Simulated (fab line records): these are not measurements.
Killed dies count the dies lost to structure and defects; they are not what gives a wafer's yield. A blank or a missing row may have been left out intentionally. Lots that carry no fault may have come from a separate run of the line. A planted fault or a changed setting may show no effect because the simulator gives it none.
Chamber matching -- flow n5 finfet -- rie diel-01 running N5_BEOL_M4_STRIP_66: 4 sister chambers
The step strips in CF4. 30 wafers are shown with their chamber, then 12 later ones without.

== WAFERS, EACH WITH ITS CHAMBER ==
wafer,chamber,drypump motor current A (A),throttle valve pct (%),showerhead plenum p Torr (Torr)
L074.1,0,5.6,13.59,1.87
L074.2,3,4.8,13.09,1.80
L074.5,3,4.8,13.08,1.80
L076.1,2,5.5,13.32,1.82
L076.2,3,4.8,13.09,1.79
L076.3,0,5.6,13.58,1.87
L079.2,0,5.6,13.60,1.86
L079.3,1,5.5,12.98,1.83
L079.4,2,5.6,13.32,1.82
L078.1,2,5.6,13.35,1.82
L078.3,1,5.5,13.02,1.83
L078.4,3,4.8,13.10,1.79
L080.2,1,5.5,13.01,1.82
L080.3,0,5.6,13.61,1.86
L080.4,2,5.6,13.35,1.82
L081.1,0,5.6,13.62,1.86
L081.3,1,5.6,13.00,1.82
L081.6,1,5.6,13.03,1.82
L082.1,3,4.8,13.13,1.79
L082.3,0,5.6,13.64,1.86
L082.4,1,5.5,13.02,1.82
L083.2,3,4.8,13.14,1.79
L083.3,1,5.6,13.03,1.82
L083.6,0,5.6,13.64,1.86
L085.1,0,5.7,13.63,1.86
L085.2,1,5.5,13.02,1.82
L085.6,2,5.6,13.36,1.82
L087.3,3,4.8,13.18,1.79
L087.4,1,5.5,13.06,1.82
L087.5,3,4.8,13.13,1.79

SIGNATURES (means of the wafers above)
reading,chamber 0,chamber 1,chamber 2,chamber 3,scatter within a chamber
drypump motor current A,5.612,5.533,5.580,4.800,0.0376
throttle valve pct,13.6137,13.0189,13.3400,13.1175,0.0254
showerhead plenum p Torr,1.8625,1.8222,1.8200,1.7925,0.00419
Rule: a wafer's distance from a chamber is the root of the sum, over the readings, of the square of ((its reading less the chamber's mean) divided by the reading's scatter). If the next closest chamber is less than 2 further off than the closest, the wafer can't be placed; otherwise it belongs to the closest. How the scatter is found: for the shown wafers, subtract from each reading the mean of its chamber, square and add these, divide the total by (wafers less chambers), then take the root.

== WAFERS WITHOUT THEIR CHAMBER ==
wafer,drypump motor current A (A),throttle valve pct (%),showerhead plenum p Torr (Torr)
L090.4,5.6,13.67,1.85
L090.5,5.6,13.42,1.81
L090.6,5.6,13.05,1.82
L089.2,4.8,13.18,1.78
L089.5,4.8,13.17,1.78
L089.6,5.7,13.66,1.85
L092.1,5.6,13.66,1.85
L092.2,5.6,13.41,1.81
L092.5,5.6,13.68,1.85
L093.1,5.5,13.08,1.82
L093.4,5.6,13.44,1.81
L093.5,5.6,13.42,1.81

== WHICH CHAMBER EACH WENT THROUGH ==
wafer,from the rows above,in truth
L090.4,0,0
L090.5,2,2
L090.6,1,1
L089.2,3,3
L089.5,3,3
L089.6,0,0
L092.1,0,0
L092.2,2,2
L092.5,0,0
L093.1,1,1
L093.4,2,2
L093.5,2,2
Correctly placed: 12 of 12. From these rows, 0 cannot be placed. Number placed wrongly: 0.
